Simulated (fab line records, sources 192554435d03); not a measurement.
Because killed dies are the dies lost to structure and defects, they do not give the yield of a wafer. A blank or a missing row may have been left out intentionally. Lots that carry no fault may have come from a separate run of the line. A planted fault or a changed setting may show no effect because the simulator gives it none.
Chamber matching || flow n5-finfet || N5_BEOL_M8_ETCH_65 on rie-diel-01 has 4 sister chambers
The step etches SiARC in CF4, target depth 15.6 nm, time 26 s. 14 wafers are shown with their chamber, then 7 later ones without.

== WAFERS, EACH WITH ITS CHAMBER ==
{"wafer": "L077.2", "chamber": 0, "etch-rf-on-time-s (s)": 24.9, "showerhead-plenum-p-Torr (Torr)": 2.04, "rf-vpp-V (V)": 182.1}
{"wafer": "L077.4", "chamber": 1, "etch-rf-on-time-s (s)": 25.8, "showerhead-plenum-p-Torr (Torr)": 2.12, "rf-vpp-V (V)": 184.9}
{"wafer": "L077.5", "chamber": 2, "etch-rf-on-time-s (s)": 26.0, "showerhead-plenum-p-Torr (Torr)": 2.10, "rf-vpp-V (V)": 183.1}
{"wafer": "L076.1", "chamber": 2, "etch-rf-on-time-s (s)": 25.6, "showerhead-plenum-p-Torr (Torr)": 2.10, "rf-vpp-V (V)": 183.8}
{"wafer": "L076.3", "chamber": 3, "etch-rf-on-time-s (s)": 26.0, "showerhead-plenum-p-Torr (Torr)": 2.08, "rf-vpp-V (V)": 184.0}
{"wafer": "L076.4", "chamber": 1, "etch-rf-on-time-s (s)": 26.1, "showerhead-plenum-p-Torr (Torr)": 2.12, "rf-vpp-V (V)": 183.7}
{"wafer": "L088.1", "chamber": 0, "etch-rf-on-time-s (s)": 24.8, "showerhead-plenum-p-Torr (Torr)": 2.29, "rf-vpp-V (V)": 185.2}
{"wafer": "L088.2", "chamber": 1, "etch-rf-on-time-s (s)": 25.3, "showerhead-plenum-p-Torr (Torr)": 2.12, "rf-vpp-V (V)": 184.0}
{"wafer": "L088.3", "chamber": 3, "etch-rf-on-time-s (s)": 26.3, "showerhead-plenum-p-Torr (Torr)": 2.07, "rf-vpp-V (V)": 183.6}
{"wafer": "L088.4", "chamber": 2, "etch-rf-on-time-s (s)": 25.5, "showerhead-plenum-p-Torr (Torr)": 2.09, "rf-vpp-V (V)": 183.2}
{"wafer": "L088.5", "chamber": 1, "etch-rf-on-time-s (s)": 25.3, "showerhead-plenum-p-Torr (Torr)": 2.11, "rf-vpp-V (V)": 183.9}
{"wafer": "L088.6", "chamber": 0, "etch-rf-on-time-s (s)": 24.7, "showerhead-plenum-p-Torr (Torr)": 2.29, "rf-vpp-V (V)": 186.6}
{"wafer": "L094.1", "chamber": 2, "etch-rf-on-time-s (s)": 25.4, "showerhead-plenum-p-Torr (Torr)": 2.09, "rf-vpp-V (V)": 183.1}
{"wafer": "L094.2", "chamber": 0, "etch-rf-on-time-s (s)": 24.6, "showerhead-plenum-p-Torr (Torr)": 2.29, "rf-vpp-V (V)": 185.8}

SIGNATURES, as means of the wafers listed above
{"reading": "etch-rf-on-time-s", "chamber 0": 24.750, "chamber 1": 25.625, "chamber 2": 25.625, "chamber 3": 26.150, "scatter within a chamber": 0.277}
{"reading": "showerhead-plenum-p-Torr", "chamber 0": 2.2275, "chamber 1": 2.1175, "chamber 2": 2.0950, "chamber 3": 2.0750, "scatter within a chamber": 0.0686}
{"reading": "rf-vpp-V", "chamber 0": 184.925, "chamber 1": 184.125, "chamber 2": 183.300, "chamber 3": 183.800, "scatter within a chamber": 1.14}
Rule: a wafer lies at a distance from a chamber equal to the root of the sum of squares, over the readings, of (its reading less the chamber's mean, divided by the reading's scatter). The wafer belongs to the nearest chamber; if the next one is less than 2 further off, it can't be placed. The scatter: the root of (the sum of the squares of (reading less its chamber's mean) over the shown wafers, divided by (wafers less chambers)).

== WAFERS WITHOUT THEIR CHAMBER ==
{"wafer": "L094.6", "etch-rf-on-time-s (s)": 26.4, "showerhead-plenum-p-Torr (Torr)": 2.07, "rf-vpp-V (V)": 182.5}
{"wafer": "L091.1", "etch-rf-on-time-s (s)": 24.8, "showerhead-plenum-p-Torr (Torr)": 2.29, "rf-vpp-V (V)": 186.4}
{"wafer": "L091.4", "etch-rf-on-time-s (s)": 25.6, "showerhead-plenum-p-Torr (Torr)": 2.09, "rf-vpp-V (V)": 183.8}
{"wafer": "L091.5", "etch-rf-on-time-s (s)": 25.6, "showerhead-plenum-p-Torr (Torr)": 2.11, "rf-vpp-V (V)": 182.3}
{"wafer": "L095.1", "etch-rf-on-time-s (s)": 26.4, "showerhead-plenum-p-Torr (Torr)": 2.06, "rf-vpp-V (V)": 185.3}
{"wafer": "L095.5", "etch-rf-on-time-s (s)": 25.4, "showerhead-plenum-p-Torr (Torr)": 2.09, "rf-vpp-V (V)": 183.9}
{"wafer": "L095.6", "etch-rf-on-time-s (s)": 26.2, "showerhead-plenum-p-Torr (Torr)": 2.06, "rf-vpp-V (V)": 184.5}

== CHAMBER TAKEN BY EACH ==
{"wafer": "L094.6", "from the rows above": "can't be placed: 3 or 2 or 1", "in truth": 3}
{"wafer": "L091.1", "from the rows above": 0, "in truth": 0}
{"wafer": "L091.4", "from the rows above": "can't be placed: 2 or 1 or 3", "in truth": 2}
{"wafer": "L091.5", "from the rows above": "can't be placed: 2 or 1 or 3", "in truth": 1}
{"wafer": "L095.1", "from the rows above": "can't be placed: 3 or 1 or 2", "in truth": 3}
{"wafer": "L095.5", "from the rows above": "can't be placed: 1 or 2 or 3", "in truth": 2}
{"wafer": "L095.6", "from the rows above": "can't be placed: 3 or 1 or 2", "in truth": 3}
Correct placement for 1 of the 7. These rows do not allow placing 6 (true chamber among the candidates in 6). Number placed wrongly: 0.
